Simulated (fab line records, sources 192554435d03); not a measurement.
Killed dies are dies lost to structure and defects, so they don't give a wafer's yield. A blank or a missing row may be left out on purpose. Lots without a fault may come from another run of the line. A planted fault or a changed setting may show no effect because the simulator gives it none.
Split-lot experiment | flow n5_finfet | 7 lots, 39 wafers read, on a route of 1938 steps

THE SPLIT
At N5_BEOL_M10_HM_DEP_02 (deposits TiN, target thk 20 nm), the setting target_thk_a was moved away from the recipe's 200 angstrom on 12 of the 39 wafers read, by -59.5% to +54.2%. The other wafers ran this setting at the recipe's value.

FROM THE SPLIT TO THE READING: what the file shows between them, 4 steps
- N5_BEOL_M10_COAT_59: time 60 s, resist thk 100 nm
- N5_BEOL_M10_COAT_60: time 60 s, resist thk 30 nm
- N5_BEOL_M10_STRIP_68: strips in N2/H2
- N5_BEOL_M10_STRIP_67: strips in CF4

THE READING
etch.depth_nm (the simulator's own value, which no gauge read), in nm, at N5_BEOL_M10_HM_OPEN_17 (chemistry Cl2/BCl3, target TiN, target depth 20 nm, overetch 6 nm). The file gives no usual value for it. The 27 wafers here that ran the recipe average 19.871 nm, standard deviation 0.19 nm.

wafer  | tool, chamber at the split | target_thk_a as run, angstrom | against the recipe | etch.depth_nm, nm | against lot-mates on the recipe
L076.1 | pvd_sputter-01, -          | 200                           | recipe             | 19.66             | -
L076.2 | pvd_sputter-01, -          | 80.97                         | -59.5%             | 7.764             | -11.959
L076.3 | pvd_sputter-01, -          | 200                           | recipe             | 19.81             | -
L076.4 | pvd_sputter-01, -          | 80.97                         | -59.5%             | 7.801             | -11.922
L076.5 | pvd_sputter-01, -          | 80.97                         | -59.5%             | 7.771             | -11.952
L076.6 | pvd_sputter-01, -          | 200                           | recipe             | 19.7              | -
L081.2 | pvd_sputter-01, -          | 200                           | recipe             | 20.05             | -
L081.3 | pvd_sputter-01, -          | 200                           | recipe             | 20.31             | -
L081.5 | pvd_sputter-01, -          | 200                           | recipe             | 20.12             | -
L083.1 | pvd_sputter-01, -          | 82.73                         | -58.6%             | 8.24              | -11.750
L083.2 | pvd_sputter-01, -          | 200                           | recipe             | 19.98             | -
L083.3 | pvd_sputter-01, -          | 200                           | recipe             | 19.9              | -
L083.4 | pvd_sputter-01, -          | 82.73                         | -58.6%             | 8.196             | -11.794
L083.5 | pvd_sputter-01, -          | 200                           | recipe             | 20.09             | -
L083.6 | pvd_sputter-01, -          | 82.73                         | -58.6%             | 8.176             | -11.814
L084.1 | pvd_sputter-02, -          | 130.6                         | -34.7%             | 12.87             | -6.893
L084.2 | pvd_sputter-02, -          | 130.6                         | -34.7%             | 13.18             | -6.583
L084.3 | pvd_sputter-02, -          | 130.6                         | -34.7%             | 12.74             | -7.023
L084.4 | pvd_sputter-02, -          | 200                           | recipe             | 19.62             | -
L084.5 | pvd_sputter-02, -          | 200                           | recipe             | 19.89             | -
L084.6 | pvd_sputter-02, -          | 200                           | recipe             | 19.78             | -
L086.1 | pvd_sputter-01, -          | 200                           | recipe             | 20.16             | -
L086.2 | pvd_sputter-01, -          | 200                           | recipe             | 19.81             | -
L086.3 | pvd_sputter-01, -          | 200                           | recipe             | 19.99             | -
L086.4 | pvd_sputter-01, -          | 200                           | recipe             | 19.91             | -
L086.5 | pvd_sputter-01, -          | 200                           | recipe             | 19.91             | -
L086.6 | pvd_sputter-01, -          | 200                           | recipe             | 20.04             | -
L090.1 | pvd_sputter-02, -          | 308.3                         | +54.2%             | 25.65             | +5.760
L090.2 | pvd_sputter-02, -          | 200                           | recipe             | 19.83             | -
L090.3 | pvd_sputter-02, -          | 200                           | recipe             | 19.86             | -
L090.4 | pvd_sputter-02, -          | 200                           | recipe             | 19.98             | -
L090.5 | pvd_sputter-02, -          | 308.3                         | +54.2%             | 25.79             | +5.900
L090.6 | pvd_sputter-02, -          | 308.3                         | +54.2%             | 25.84             | +5.950
L096.1 | pvd_sputter-03, -          | 200                           | recipe             | 19.78             | -
L096.2 | pvd_sputter-03, -          | 200                           | recipe             | 19.57             | -
L096.3 | pvd_sputter-03, -          | 200                           | recipe             | 19.51             | -
L096.4 | pvd_sputter-03, -          | 200                           | recipe             | 19.65             | -
L096.5 | pvd_sputter-03, -          | 200                           | recipe             | 19.88             | -
L096.6 | pvd_sputter-03, -          | 200                           | recipe             | 19.72             | -

THE FIT
A straight line over all 39 wafers: etch.depth_nm changes by +0.171 nm for each +1% of target_thk_a; r = +0.98; the points scatter about the line by 1.1 nm.
The same after taking each lot's own level away (the mean of its wafers on the recipe; 39 wafers): +0.171 nm for each +1%; r = +0.98; scatter 1.1 nm.
On that fit, the largest move of target_thk_a shifts the reading by 10 nm.
The lots' own levels span 19.6850 to 20.1600 nm, that is 2.5 times the standard deviation above.
So the lot-to-lot level changes the slope little: the two slopes agree.
Check: with one of the wafers moved furthest among these (-59.5%) left out of the fit, the line predicts -10.6 nm for it against its lot-mates. It came out at -12 nm against them.

OTHER SPLITS ON THESE WAFERS
These wafers also went through other splits before the reading. Each is held against what the fit with the lots' levels taken away leaves over:
other split on the same wafers          | wafers away from the commonest value | r with etch.depth_nm (lot level and that fit taken away)
N5_FIN_SAQP_SPACER2_ALD_28 target_thk_a | 12                                   | -0.42
N5_SD_EPI_N_ETCH_45 target_depth_a      | 12                                   | -0.18
N5_MOL_CONTACT_COAG_ALD_27 ald_cycles   | 15                                   | +0.17
N5_BEOL_M7_DEP_56 target_thk_a          | 12                                   | -0.07

THE WHOLE CHAIN: every reading that the file lists as answering this split, in the file's order
step                   | what it does                                                      | reading                                                                           | change (the file's fit)               | r (the file's)
N5_BEOL_M10_HM_DEP_02  | deposits TiN, target thk 20 nm                                    | TiN_of_BEOL_M10_HM_DEP_02.thk_nm (the simulator's own value, which no gauge read) | +0.202 nm for each +1% of the setting | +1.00
N5_BEOL_M10_HM_OPEN_17 | chemistry Cl2/BCl3, target TiN, target depth 20 nm, overetch 6 nm | etch.depth_nm (the simulator's own value, which no gauge read)                    | +0.176 nm for each +1% of the setting | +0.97

THE FILE'S OWN FIT
etch.depth_nm changes by +0.176 nm for each +1% of target_thk_a, r = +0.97.
